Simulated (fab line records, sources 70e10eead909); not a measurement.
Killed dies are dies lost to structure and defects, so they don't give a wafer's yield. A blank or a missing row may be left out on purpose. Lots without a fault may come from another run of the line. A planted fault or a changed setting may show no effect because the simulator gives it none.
fab line records | flow nand_harc | part 2 of 2: steps 5 to 6 of 6
record lots=24 wafers=72 last_day=24
route steps=1159 shown A_ONON_D1@437 A_STAIRCASE@557
lots that met no fault: from a run of the same line without faults
start_h: hours from the record's first day to the start of the lot's first wafer shown | wait_h: hours since the lot's step before | " the same as in the row above | L1.1+2: a row that stands for several wafers | - no value, or no start given | * or withheld: withheld | < > ~ a bound
route shown NAME@n: a module of which the file shows steps, and the number in the route of the first | usual: mean/standard deviation of fault-free wafers | same: alike in all rows | chamber/n: place in a boat | sites: the reading at each site | _std_site: their standard deviation | _edge_site: outer sites' mean less inner sites' | radius_mm: how far each site lies from the wafer's centre | mask NAME#n: copy n | behind: the tool/chamber that last shaped the wafer | hold: why the lot was held/for how many hours/how that ended | device: the transistor (n, p or np) that didn't switch | end of line: the same wafers' tests at the end of the route | a step without rows: its recipe alone | killed: dies lost to structure and defects at the first sort, not the wafer's yield | map: a wafer's dies, x killed, . not, _ none there
set.NAME: the setting as run; set.NAME@STEP: as run at that earlier step | model.NAME: the simulator's own value behind a step, which no gauge read
steps of the route over a sample of lots; a table a step, a row a wafer
services: from which hour (start_h, from the record's first day; less than 0 if before it) a tool's chamber was out of use, for how many hours, and why
## steps
# step NHARC_A_STAIRCASE_ETCH_27
# recipe target_depth_a=1000 time_s=40.5 ion_energy_ev=400 c4f8_flow_sccm=20 o2_flow_sccm=10 ar_flow_sccm=withheld rf_w=600 bias_w=1000 chemistry=C4F8/O2
# usual oes_product_au=0.942/0.012 rf_vpp_V=899/4.8
# columns lot.wafer tool chamber start_h wait_h oes_product_au rf_hours_counter_h rf_vpp_V
L074.4 rie_diel-09 1 - - 0.930 61 890
L074.3 " 2 " " 0.951 55 900
L074.6 " 0 " " 0.955 - 887
L075.4 rie_diel-10 2 - - 0.962 25 888
L075.1 " 0 " " 0.943 23 899
L075.6 " 2 " " 0.959 - 887
L076.2 rie_diel-09 2 - - 0.949 59 900
L076.3 " 0 " " 0.947 61 887
L076.6 " 3 " " 0.929 - 899
L078.2 rie_diel-07 1 - - 0.941 5 902
L078.6 " 3 " " 0.930 - 900
L078.5 " 0 " " 0.950 - 898
L077.1 rie_diel-07 0 - - 0.945 6 895
L077.4 " 1 " " 0.944 5 903
L077.6 " 3 " " 0.923 - 900
L079.3 rie_diel-07 3 - - 0.926 14 900
L079.4 " 1 " " 0.925 12 901
L079.6 " 3 " " 0.926 - 901
L081.2 rie_diel-10 0 - - 0.953 37 897
L081.1 " 1 " " 0.945 38 901
L081.5 " 1 " " 0.954 - 902
L080.3 rie_diel-09 1 - - 0.939 8 891
L080.2 " 3 " " 0.928 7 898
L080.5 " 1 " " 0.941 - 890
L083.1 rie_diel-07 3 - - 0.932 17 900
L083.4 " 1 " " 0.940 14 901
L083.5 " 0 " " 0.942 - 898
L082.4 rie_diel-07 1 - - 0.932 14 902
L082.2 " 2 " " 0.923 16 904
L082.1 " 3 " " 0.918 17 901
L084.3 rie_diel-07 0 - - 0.968 18 896
L084.4 " 1 " " 0.950 17 901
L084.6 " 2 " " 0.932 - 904
L087.1 rie_diel-10 0 - - 0.944 49 899
L087.3 " 1 " " 0.943 50 900
L087.5 " 0 " " 0.947 - 896
L086.4 rie_diel-09 3 - - 0.948 19 898
L086.1 " 0 " " 0.946 13 904
L086.2 " 1 " " 0.943 18 890
L085.2 rie_diel-09 3 - - 0.941 26 896
L085.1 " 1 " " 0.939 24 890
L085.5 " 3 " " 0.938 - 897
L088.3 rie_diel-09 2 - - 0.949 26 900
L088.4 " 1 " " 0.953 24 891
L088.6 " 3 " " 0.952 - 899
L090.2 rie_diel-10 1 - - 0.941 54 900
L090.1 " 2 " " 0.955 54 888
L090.6 " 3 " " 0.958 - 897
L091.3 rie_diel-07 2 - - 0.940 32 905
L091.2 " 0 " " 0.935 32 897
L091.6 " 1 " " 0.946 - 900
L089.4 rie_diel-07 3 - - 0.937 35 901
L089.5 " 3 " " 0.938 - 901
L089.6 " 0 " " 0.934 - 898
L092.2 rie_diel-09 0 - - 0.972 23 906
L092.3 " 3 " " 0.953 30 897
L092.6 " 0 " " 0.963 - 906
L093.2 rie_diel-07 2 - - 0.938 36 904
L093.6 " 2 " " 0.933 - 904
L093.5 " 3 " " 0.939 - 901
L094.1 rie_diel-07 1 - - 0.919 41 900
L094.2 " 2 " " 0.917 43 903
L094.4 " 3 " " 0.930 44 900
L095.4 rie_diel-07 2 - - 0.913 47 904
L095.2 " 3 " " 0.932 48 899
L095.3 " 0 " " 0.941 45 895
L096.1 rie_diel-07 1 - - 0.945 46 901
L096.4 " 2 " " 0.942 48 904
L096.3 " 3 " " 0.942 49 900
L097.4 rie_diel-10 1 - - 0.950 6 900
L097.5 " 1 " " 0.946 - 900
L097.6 " 2 " " 0.949 - 888
# step NHARC_A_STAIRCASE_TRIM_193
# recipe time_s=211.2 o2_flow_sccm=500 ar_flow_sccm=0 bias_w=0 chemistry=O2
# usual drypump_motor_current_A=5.6/0.41 oes_product_au=1.000/0.0099 rf_vpp_V=57.9/0.94 showerhead_plenum_p_Torr=3.58/0.14 throttle_valve_pct=17.037/0.009
# columns lot.wafer tool chamber start_h wait_h drypump_motor_current_A oes_product_au rf_hours_counter_h rf_vpp_V showerhead_plenum_p_Torr throttle_valve_pct
L074.3 rie_diel-09 3 - - 5.3 0.997 53 58.0 3.58 17.034
L074.4 " 0 " " 5.4 1.009 58 56.5 3.28 17.019
L074.6 " 1 " " 5.0 0.980 - 57.1 3.39 17.039
L075.4 rie_diel-10 1 - - 5.4 1.004 26 56.6 3.67 17.053
L075.1 " 3 " " 5.4 1.007 24 58.9 3.60 17.031
L075.6 " 1 " " 5.4 1.009 - 58.3 3.67 17.027
L076.2 rie_diel-10 1 - - 5.4 1.011 26 58.5 3.67 17.046
L076.3 " 3 " " 5.4 1.001 25 57.5 3.60 17.045
L076.6 " 1 " " 5.4 1.007 - 57.8 3.67 17.032
L078.2 rie_diel-10 0 - - 5.3 1.012 28 57.6 3.57 17.042
L078.5 " 1 " " 5.4 0.998 - 60.0 3.67 17.035
L078.6 " 2 " " 5.7 1.015 - 56.9 3.32 17.031
L077.4 rie_diel-07 3 - - 6.4 0.986 6 57.2 3.65 17.028
L077.1 " 1 " " 5.7 0.995 6 59.0 3.69 17.025
L077.6 " 3 " " 6.4 0.984 - 57.7 3.65 17.030
L079.3 rie_diel-10 3 - - 5.4 1.004 31 57.9 3.59 17.026
L079.4 " 0 " " 5.3 1.007 37 57.7 3.57 17.034
L079.6 " 3 " " 5.4 1.001 - 59.4 3.59 17.040
L081.1 rie_diel-10 0 - - 5.3 1.007 39 58.0 3.57 17.037
L081.2 " 2 " " 5.7 0.998 40 57.3 3.31 17.036
L081.5 " 0 " " 5.4 1.008 - 58.0 3.57 17.030
L080.3 rie_diel-10 2 - - 5.7 1.000 40 57.0 3.31 17.038
L080.2 " 3 " " 5.4 1.008 33 58.9 3.59 17.033
L080.5 " 1 " " 5.4 1.021 - 58.4 3.66 17.025
L083.1 rie_diel-07 3 - - 6.4 0.989 18 59.7 3.65 17.046
L083.4 " 1 " " 5.7 0.994 15 57.5 3.68 17.040
L083.5 " 0 " " 5.5 1.004 - 56.7 3.55 17.027
L082.2 rie_diel-09 3 - - 5.4 0.992 10 59.3 3.57 17.038
L082.1 " 0 " " 5.4 1.003 5 58.9 3.81 17.035
L082.4 " 1 " " 5.0 0.991 12 55.4 3.38 17.031
L084.3 rie_diel-09 3 - - 5.4 0.991 14 59.1 3.57 17.028
L084.4 " 2 " " 6.4 1.006 14 59.4 3.63 17.037
L084.6 " 3 " " 5.4 0.995 - 58.1 3.57 17.048
L087.3 rie_diel-09 3 - - 5.4 0.998 19 56.7 3.57 17.054
L087.1 " 0 " " 5.4 0.997 13 58.3 3.80 17.032
L087.5 " 2 " " 6.4 1.013 - 58.1 3.63 17.024
L086.4 rie_diel-07 2 - - 5.2 0.984 27 57.8 3.76 17.025
L086.2 " 3 " " 6.5 0.990 27 57.8 3.64 17.042
L086.1 " 0 " " 5.5 0.992 26 57.9 3.55 17.035
L085.2 rie_diel-07 2 - - 5.2 0.980 31 58.7 3.75 17.046
L085.1 " 0 " " 5.5 0.996 31 55.8 3.54 17.040
L085.5 " 2 " " 5.2 0.989 - 58.0 3.75 17.026
L088.4 rie_diel-09 2 - - 6.4 0.994 27 57.8 3.63 17.046
L088.3 " 1 " " 5.0 0.994 25 57.1 3.37 17.017
L088.6 " 2 " " 6.4 0.997 - 57.9 3.63 17.038
L090.2 rie_diel-10 2 - - 5.7 1.004 55 57.0 3.30 17.033
L090.1 " 0 " " 5.3 1.015 56 57.5 3.56 17.051
L090.6 " 3 " " 5.4 1.010 - 57.7 3.58 17.047
L091.2 rie_diel-09 1 - - 5.0 1.005 26 56.8 3.37 17.036
L091.3 " 3 " " 5.4 0.995 29 57.7 3.56 17.043
L091.6 " 1 " " 5.0 0.996 - 56.9 3.37 17.034
L089.4 rie_diel-10 0 - - 5.4 1.000 58 56.7 3.55 17.041
L089.6 " 2 " " 5.8 0.990 - 57.2 3.30 17.042
L089.5 " 3 " " 5.4 1.007 - 57.9 3.58 17.037
L092.2 rie_diel-07 0 - - 5.5 1.003 36 57.8 3.54 17.052
L092.3 " 2 " " 5.2 0.983 36 57.0 3.75 17.022
L092.6 " 0 " " 5.5 1.004 - 59.1 3.54 17.042
L093.2 rie_diel-07 1 - - 5.6 1.004 35 57.9 3.67 17.041
L093.6 " 2 " " 5.2 0.982 - 57.0 3.75 17.049
L093.5 " 3 " " 6.4 0.992 - 57.2 3.64 17.036
L094.4 rie_diel-07 3 - - 6.4 0.986 45 57.6 3.63 17.033
L094.1 " 0 " " 5.5 0.990 43 58.0 3.54 17.039
L094.2 " 1 " " 5.7 1.000 42 58.8 3.67 17.040
L095.4 rie_diel-10 1 - - 5.4 0.999 4 59.2 3.65 17.045
L095.2 " 2 " " 5.8 0.996 4 54.6 3.30 17.058
L095.3 " 0 " " 5.4 1.015 3 57.4 3.55 17.055
L096.1 rie_diel-07 1 - - 5.7 1.003 49 58.0 3.66 17.040
L096.4 " 2 " " 5.2 0.996 51 58.1 3.74 17.039
L096.3 " 3 " " 6.5 1.007 50 57.9 3.63 17.019
L097.4 rie_diel-10 2 - - 5.7 1.008 7 57.9 3.30 17.027
L097.6 " 1 " " 5.4 1.001 - 58.4 3.65 17.037
L097.5 " 2 " " 5.7 1.002 - 56.3 3.30 17.042
## services
# columns tool chamber start_h hours kind
rie_diel-07 - 228.25 9.0 pm
rie_diel-07 0 228.25 9.0 vent_cycle
rie_diel-07 1 228.25 9.0 vent_cycle
rie_diel-07 2 228.25 9.0 vent_cycle
rie_diel-07 3 228.25 9.0 vent_cycle
rie_diel-07 0 237.25 - clean
rie_diel-07 1 237.25 - clean
rie_diel-07 2 237.25 - clean
rie_diel-07 3 237.25 - clean
rie_diel-07 - 245.11 0.2 repair
rie_diel-09 - 254.17 9.0 pm
rie_diel-07 0 261.75 - clean
rie_diel-07 1 261.75 - clean
rie_diel-07 2 261.75 - clean
rie_diel-07 3 261.75 - clean
rie_diel-10 3 270.08 9.6 repair
rie_diel-07 0 286.25 - clean
rie_diel-07 1 286.25 - clean
rie_diel-07 2 286.25 - clean
rie_diel-07 3 286.25 - clean
rie_diel-10 0 290.46 1.5 repair
rie_diel-10 - 304.83 1.8 repair
rie_diel-07 0 311.11 - clean
rie_diel-10 - 353.62 9.0 pm
